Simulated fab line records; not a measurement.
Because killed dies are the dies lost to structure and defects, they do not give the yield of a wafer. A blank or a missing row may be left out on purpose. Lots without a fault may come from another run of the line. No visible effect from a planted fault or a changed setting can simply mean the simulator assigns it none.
3 desks looking at one fault ; flow nand_harc ; only its own numbers are on each desk; what lay behind them is given at the end

== AT THE TOOL OWNER'S DESK: wet_bench-07 ==
The tool's own readings at NHARC_A_ZERO_WELL_STRIP_14 (strips in SPM, time 900 s): means of the sampled wafers that have a number, for each lot that ran on this tool. Any lot whose mean is over 4 standard deviations away from the usual mean is out of limits and marked OUT; that distance is given in the brackets.
Columns: A = bath_guard_temp_C at NHARC_A_ZERO_WELL_STRIP_14, usual 130.1 C; B = bath_heat_duty_pct at NHARC_A_ZERO_WELL_STRIP_14, usual 15.1 %
lot;first seen here;A;B
L871;day 7 07:43;130.2;14.7
L874;day 8 02:09;130.2;17.1
L886;day 11 00:51;130.1;15.8
L885;day 11 01:32;130.1;14.1
L890;day 12 06:56;130.1;17.1
This desk found nothing out of limits on any of the 5 lots.

== THE METROLOGY DESK ==
What the gauges read, lot by lot, whatever tool the lot ran on: means of the sampled wafers that have a number. Any lot whose mean is over 4 standard deviations away from the usual mean is out of limits and marked OUT; that distance is given in the brackets.
Columns: A = cd_nm at NHARC_A_ZERO_WELL_CD_MEAS_10, usual 2000.0 nm
lot;first seen here;A
L869;day 6 22:55;2000.0
L870;day 7 02:11;2001.1
L871;day 7 07:13;1999.2
L874;day 8 01:37;1999.6
L873;day 8 02:25;1999.5
L875;day 8 11:29;1999.9
L884;day 10 20:22;2002.6
L886;day 11 00:19;2000.3
L885;day 11 01:01;2001.5
L887;day 11 11:45;2001.4
L888;day 11 12:29;2000.1
L889;day 11 14:25;1999.3
L891;day 12 05:10;1999.3
L890;day 12 06:25;2000.7
This desk found nothing out of limits on any of the 14 lots.

== THE DEFECT DESK ==
Counts from the inspections along the route, per lot, as means over the sampled wafers that have a number. Any lot whose mean is over 4 standard deviations away from the usual mean is out of limits and marked OUT; that distance is given in the brackets.
Columns: A = raw_defect_count at NHARC_A_ZERO_WELL_INSPECT_17, usual 12
lot;first seen here;A
L869;day 7 00:26;9
L870;day 7 03:52;9
L871;day 7 08:49;9
L874;day 8 03:05;12
L873;day 8 03:56;19
L875;day 8 12:59;15
L884;day 10 21:50;15
L886;day 11 01:47;9
L885;day 11 02:31;5
L887;day 11 13:14;9
L888;day 11 14:02;5
L889;day 11 15:54;19
L891;day 12 06:38;12
L890;day 12 07:57;8
This desk found nothing out of limits on any of the 14 lots.

== ALL TOGETHER ==
The desk of the tool owner found nothing out of limits.
The metrology desk saw nothing out of limits.
No out-of-limits result turned up at the defect desk.

== WHAT THE SIMULATOR HAD INSERTED ==
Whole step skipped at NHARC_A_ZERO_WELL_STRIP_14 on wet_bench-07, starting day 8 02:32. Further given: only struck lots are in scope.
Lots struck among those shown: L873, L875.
